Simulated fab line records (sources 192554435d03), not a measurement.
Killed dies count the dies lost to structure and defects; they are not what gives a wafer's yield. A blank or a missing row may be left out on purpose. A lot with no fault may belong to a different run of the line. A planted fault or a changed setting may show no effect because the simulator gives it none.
Chamber matching ; flow n5Finfet ; rieDiel-03 running N5_BEOL_M4_DESCUM_16: 4 sister chambers
The step chemistry O2, time 7 s. 8 wafers are shown with their chamber, then 11 later ones without.

EACH WAFER AND ITS CHAMBER
wafer;chamber;drypumpMotorCurrentA (A);throttleValvePct (%)
L079.3;2;5.0;20.75
L086.1;1;5.5;20.51
L087.2;3;5.9;20.61
L087.5;0;5.2;20.12
L088.1;0;5.2;20.12
L088.2;2;5.0;20.79
L088.3;1;5.5;20.53
L088.4;3;6.0;20.62

WAFERS WITHOUT THEIR CHAMBER
wafer;drypumpMotorCurrentA (A);throttleValvePct (%)
L088.5;5.5;20.53
L088.6;5.0;20.81
L091.3;5.0;20.78
L091.4;5.5;20.53
L091.6;5.2;20.14
L093.3;6.0;20.64
L093.4;5.2;20.15
L093.6;5.2;20.13
L096.1;5.5;20.57
L096.5;5.0;20.82
L096.6;5.5;20.53

THE CHAMBER EACH PASSED THROUGH
wafer;from the rows above;in truth
L088.5;1;1
L088.6;2;2
L091.3;2;2
L091.4;1;1
L091.6;0;0
L093.3;3;3
L093.4;0;0
L093.6;0;0
L096.1;1;1
L096.5;2;2
L096.6;1;1
11 of 11 placed correctly. Not placeable from these rows: 0. 0 placed wrongly.
How it was worked out, from the rows above alone: a wafer's distance from a chamber is the root of the sum, over the readings, of the square of ((its reading less the chamber's mean) divided by the reading's scatter). The wafer belongs to the nearest chamber; if the next one is less than 2 further off, it can't be placed. The mean given for a chamber averages the wafers shown for that chamber. The scatter: take each reading less its chamber's mean, square it, sum over the shown wafers, divide by the number of wafers less the number of chambers, and take the root.
